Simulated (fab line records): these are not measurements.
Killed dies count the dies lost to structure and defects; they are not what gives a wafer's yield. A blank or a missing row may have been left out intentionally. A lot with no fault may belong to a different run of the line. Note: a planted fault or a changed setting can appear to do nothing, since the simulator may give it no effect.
Matching of chambers :: flow n5_finfet :: 4 sister chambers for N5_DUMMY_GATE_STRIP_41 on rie_diel-03
The step strips in O2. 20 wafers are shown with their chamber, then 10 later ones without.

WAFERS, EACH WITH ITS CHAMBER
wafer: L074.2
chamber: 2
showerhead_plenum_p_Torr (Torr): 2.16
throttle_valve_pct (%): 16.58
oes_product_au (a.u.): 0.70

wafer: L074.3
chamber: 1
showerhead_plenum_p_Torr (Torr): 2.13
throttle_valve_pct (%): 16.76
oes_product_au (a.u.): 0.81

wafer: L074.5
chamber: 3
showerhead_plenum_p_Torr (Torr): 2.20
throttle_valve_pct (%): 16.97
oes_product_au (a.u.): 0.79

wafer: L076.1
chamber: 2
showerhead_plenum_p_Torr (Torr): 2.16
throttle_valve_pct (%): 16.60
oes_product_au (a.u.): 0.69

wafer: L076.3
chamber: 1
showerhead_plenum_p_Torr (Torr): 2.13
throttle_valve_pct (%): 16.77
oes_product_au (a.u.): 0.81

wafer: L076.5
chamber: 1
showerhead_plenum_p_Torr (Torr): 2.13
throttle_valve_pct (%): 16.77
oes_product_au (a.u.): 0.81

wafer: L078.3
chamber: 2
showerhead_plenum_p_Torr (Torr): 2.16
throttle_valve_pct (%): 16.59
oes_product_au (a.u.): 0.69

wafer: L078.5
chamber: 3
showerhead_plenum_p_Torr (Torr): 2.20
throttle_valve_pct (%): 16.99
oes_product_au (a.u.): 0.79

wafer: L078.6
chamber: 2
showerhead_plenum_p_Torr (Torr): 2.16
throttle_valve_pct (%): 16.59
oes_product_au (a.u.): 0.68

wafer: L079.2
chamber: 3
showerhead_plenum_p_Torr (Torr): 2.20
throttle_valve_pct (%): 16.98
oes_product_au (a.u.): 0.80

wafer: L079.5
chamber: 3
showerhead_plenum_p_Torr (Torr): 2.20
throttle_valve_pct (%): 16.98
oes_product_au (a.u.): 0.79

wafer: L079.6
chamber: 2
showerhead_plenum_p_Torr (Torr): 2.16
throttle_valve_pct (%): 16.60
oes_product_au (a.u.): 0.69

wafer: L081.1
chamber: 0
showerhead_plenum_p_Torr (Torr): 2.06
throttle_valve_pct (%): 16.57
oes_product_au (a.u.): 0.92

wafer: L081.4
chamber: 2
showerhead_plenum_p_Torr (Torr): 2.16
throttle_valve_pct (%): 16.59
oes_product_au (a.u.): 0.69

wafer: L081.6
chamber: 2
showerhead_plenum_p_Torr (Torr): 2.16
throttle_valve_pct (%): 16.59
oes_product_au (a.u.): 0.69

wafer: L085.2
chamber: 3
showerhead_plenum_p_Torr (Torr): 2.20
throttle_valve_pct (%): 17.00
oes_product_au (a.u.): 0.78

wafer: L085.3
chamber: 1
showerhead_plenum_p_Torr (Torr): 2.13
throttle_valve_pct (%): 16.81
oes_product_au (a.u.): 0.79

wafer: L085.5
chamber: 3
showerhead_plenum_p_Torr (Torr): 2.20
throttle_valve_pct (%): 17.01
oes_product_au (a.u.): 0.78

wafer: L087.2
chamber: 3
showerhead_plenum_p_Torr (Torr): 2.19
throttle_valve_pct (%): 17.02
oes_product_au (a.u.): 0.77

wafer: L087.3
chamber: 2
showerhead_plenum_p_Torr (Torr): 2.15
throttle_valve_pct (%): 16.62
oes_product_au (a.u.): 0.68

SIGNATURES (averages over the wafers above)
reading: showerhead_plenum_p_Torr
chamber 0: 2.0600
chamber 1: 2.1300
chamber 2: 2.1587
chamber 3: 2.1986
scatter within a chamber: 0.00329

reading: throttle_valve_pct
chamber 0: 16.5700
chamber 1: 16.7775
chamber 2: 16.5950
chamber 3: 16.9929
scatter within a chamber: 0.0166

reading: oes_product_au
chamber 0: 0.9200
chamber 1: 0.8050
chamber 2: 0.6887
chamber 3: 0.7857
scatter within a chamber: 0.00851
Rule: a wafer's distance from a chamber is the root of the sum, over the readings, of the square of ((its reading less the chamber's mean) divided by the reading's scatter). If the next closest chamber is less than 2 further off than the closest, the wafer can't be placed; otherwise it belongs to the closest. How the scatter is found: for the shown wafers, subtract from each reading the mean of its chamber, square and add these, divide the total by (wafers less chambers), then take the root.

WAFERS WITH NO CHAMBER GIVEN
wafer: L087.5
showerhead_plenum_p_Torr (Torr): 2.12
throttle_valve_pct (%): 16.80
oes_product_au (a.u.): 0.78

wafer: L090.1
showerhead_plenum_p_Torr (Torr): 2.19
throttle_valve_pct (%): 17.03
oes_product_au (a.u.): 0.77

wafer: L090.3
showerhead_plenum_p_Torr (Torr): 2.05
throttle_valve_pct (%): 16.62
oes_product_au (a.u.): 0.89

wafer: L090.4
showerhead_plenum_p_Torr (Torr): 2.12
throttle_valve_pct (%): 16.82
oes_product_au (a.u.): 0.78

wafer: L094.2
showerhead_plenum_p_Torr (Torr): 2.05
throttle_valve_pct (%): 16.63
oes_product_au (a.u.): 0.87

wafer: L094.4
showerhead_plenum_p_Torr (Torr): 2.19
throttle_valve_pct (%): 17.04
oes_product_au (a.u.): 0.76

wafer: L094.5
showerhead_plenum_p_Torr (Torr): 2.12
throttle_valve_pct (%): 16.81
oes_product_au (a.u.): 0.77

wafer: L097.1
showerhead_plenum_p_Torr (Torr): 2.05
throttle_valve_pct (%): 16.63
oes_product_au (a.u.): 0.85

wafer: L097.5
showerhead_plenum_p_Torr (Torr): 2.15
throttle_valve_pct (%): 16.66
oes_product_au (a.u.): 0.67

wafer: L097.6
showerhead_plenum_p_Torr (Torr): 2.12
throttle_valve_pct (%): 16.84
oes_product_au (a.u.): 0.76

CHAMBER TAKEN BY EACH
wafer: L087.5
from the rows above: 1
in truth: 1

wafer: L090.1
from the rows above: 3
in truth: 3

wafer: L090.3
from the rows above: 0
in truth: 0

wafer: L090.4
from the rows above: 1
in truth: 1

wafer: L094.2
from the rows above: 0
in truth: 0

wafer: L094.4
from the rows above: 3
in truth: 3

wafer: L094.5
from the rows above: 1
in truth: 1

wafer: L097.1
from the rows above: 0
in truth: 0

wafer: L097.5
from the rows above: 2
in truth: 2

wafer: L097.6
from the rows above: 1
in truth: 1
Correct placement for 10 of the 10. From these rows, 0 cannot be placed. Number placed wrongly: 0.
